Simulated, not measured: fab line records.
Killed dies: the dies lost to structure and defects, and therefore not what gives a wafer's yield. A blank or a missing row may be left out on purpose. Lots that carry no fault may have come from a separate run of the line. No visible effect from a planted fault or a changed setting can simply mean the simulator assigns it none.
Chamber matching | flow n5 finfet | rie diel-06 running N5_BEOL_M7_ETCH_65: 4 sister chambers
The step etches SiARC in CF4, target depth 15.6 nm, time 26 s. 20 wafers are shown with their chamber, then 10 later ones without.

EACH WAFER AND ITS CHAMBER
wafer  | chamber | drypump motor current A (A) | showerhead plenum p Torr (Torr) | throttle valve pct (%)
L075.1 | 2       | 5.6                         | 2.08                            | 15.95
L075.3 | 1       | 6.3                         | 2.26                            | 15.45
L075.4 | 3       | 4.8                         | 2.08                            | 15.20
L078.1 | 3       | 4.8                         | 2.08                            | 15.19
L078.3 | 1       | 6.3                         | 2.26                            | 15.47
L078.4 | 0       | 5.0                         | 2.10                            | 15.99
L080.1 | 3       | 4.8                         | 2.08                            | 15.21
L080.3 | 0       | 5.0                         | 2.10                            | 15.98
L080.6 | 2       | 5.6                         | 2.08                            | 15.98
L082.1 | 0       | 5.0                         | 2.10                            | 15.98
L082.5 | 3       | 4.8                         | 2.08                            | 15.22
L082.6 | 2       | 5.6                         | 2.08                            | 15.98
L085.1 | 2       | 5.7                         | 2.08                            | 15.97
L085.3 | 3       | 4.8                         | 2.08                            | 15.23
L085.5 | 1       | 6.2                         | 2.26                            | 15.50
L090.1 | 1       | 6.3                         | 2.25                            | 15.50
L090.5 | 2       | 5.7                         | 2.08                            | 16.01
L090.6 | 3       | 4.8                         | 2.07                            | 15.25
L092.1 | 2       | 5.6                         | 2.07                            | 16.02
L092.3 | 1       | 6.3                         | 2.25                            | 15.53

SIGNATURES (means of the wafers above)
reading                  | chamber 0 | chamber 1 | chamber 2 | chamber 3 | scatter within a chamber
drypump motor current A  | 5.000     | 6.280     | 5.633     | 4.800     | 0.0365
showerhead plenum p Torr | 2.1000    | 2.2560    | 2.0783    | 2.0783    | 0.00423
throttle valve pct       | 15.9833   | 15.4900   | 15.9850   | 15.2167   | 0.0244
Rule: distance of a wafer from a chamber = root of the sum over the readings of ((wafer's reading minus chamber's mean) / reading's scatter) squared. The wafer belongs to the nearest chamber; if the next one is less than 2 further off, it can't be placed. The scatter: the root of (the sum of the squares of (reading less its chamber's mean) over the shown wafers, divided by (wafers less chambers)).

WAFERS WITHOUT THEIR CHAMBER
wafer  | drypump motor current A (A) | showerhead plenum p Torr (Torr) | throttle valve pct (%)
L092.4 | 5.0                         | 2.10                            | 15.55
L095.3 | 6.3                         | 2.25                            | 15.56
L095.4 | 5.6                         | 2.07                            | 16.03
L095.6 | 5.7                         | 2.07                            | 16.04
L091.1 | 6.3                         | 2.25                            | 15.52
L091.5 | 5.6                         | 2.07                            | 16.03
L091.6 | 6.3                         | 2.25                            | 15.53
L094.2 | 5.6                         | 2.07                            | 16.02
L094.4 | 4.8                         | 2.07                            | 15.27
L094.6 | 6.3                         | 2.25                            | 15.54

THE CHAMBER EACH PASSED THROUGH
wafer  | from the rows above | in truth
L092.4 | 3                   | 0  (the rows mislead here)
L095.3 | 1                   | 1
L095.4 | 2                   | 2
L095.6 | 2                   | 2
L091.1 | 1                   | 1
L091.5 | 2                   | 2
L091.6 | 1                   | 1
L094.2 | 2                   | 2
L094.4 | 3                   | 3
L094.6 | 1                   | 1
Correctly placed: 9 of 10. From these rows, 0 cannot be placed. Placed wrongly: 1.
